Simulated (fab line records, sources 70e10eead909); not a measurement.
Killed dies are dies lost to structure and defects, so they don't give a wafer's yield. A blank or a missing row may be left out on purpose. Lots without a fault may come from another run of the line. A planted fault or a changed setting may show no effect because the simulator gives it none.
One fault seen from 2 desks | flow nand_harc | each desk has only its own numbers; what lay behind them comes last

THE METROLOGY DESK
What the gauges read, lot by lot, whatever tool the lot ran on: means of the sampled wafers that have a number. A lot is out of limits, marked OUT, if its mean lies more than 4 standard deviations from the usual mean; the brackets give that distance.
Columns: A = cd_nm at NHARC_A_M1_CD_MEAS_16, usual 119.7 nm
lot  | first seen here | A
L721 | day 23 09:02    | 119.5
L722 | day 23 10:31    | 119.8
L723 | day 24 02:26    | 119.3
L724 | day 25 00:51    | 120.0
L729 | day 25 19:51    | 119.3
L730 | day 26 10:16    | 120.1
L740 | day 30 09:43    | 119.4
L739 | day 30 12:16    | 120.6
L738 | day 30 20:51    | 119.7
L741 | day 31 16:32    | 119.8
L743 | day 31 17:19    | 120.0
L742 | day 31 17:39    | 119.6
L744 | day 32 06:14    | 120.0
This desk's finding: nothing out of limits on any of the 13 lots.

THE TOOL OWNER'S DESK: rie_diel-07
The tool's own readings at NHARC_A_M1_ETCH_15 (etches the open film in C4F8/Ar, target depth 182.5 nm, time 91.2 s): means of the sampled wafers that have a number, for each lot that ran on this tool. A lot is out of limits, marked OUT, if its mean lies more than 4 standard deviations from the usual mean; the brackets give that distance.
Columns: A = oes_product_au at NHARC_A_M1_ETCH_15, usual 0.955 a.u.; B = rf_fwd_power_W at NHARC_A_M1_ETCH_15, usual 595.7 W; C = rf_vpp_V at NHARC_A_M1_ETCH_15, usual 441.4 V
lot  | first seen here | A     | B     | C
L721 | day 23 08:56    | 0.934 | 595.3 | 441.3
L722 | day 23 10:22    | 0.960 | 595.1 | 445.0
L729 | day 25 19:42    | 0.896 | 595.4 | 440.7
L730 | day 26 10:08    | 0.967 | 596.0 | 439.4
L740 | day 30 09:35    | 0.970 | 595.9 | 442.8
L738 | day 30 20:43    | 0.963 | 597.8 | 442.6
L742 | day 31 17:31    | 0.952 | 596.0 | 440.5
L744 | day 32 06:06    | 0.964 | 595.6 | 438.9
This desk's finding: nothing out of limits on any of the 8 lots.

PUT TOGETHER
The metrology desk saw nothing out of limits.
The tool owner's desk saw nothing out of limits.

WHAT THE SIMULATOR HAD PUT IN
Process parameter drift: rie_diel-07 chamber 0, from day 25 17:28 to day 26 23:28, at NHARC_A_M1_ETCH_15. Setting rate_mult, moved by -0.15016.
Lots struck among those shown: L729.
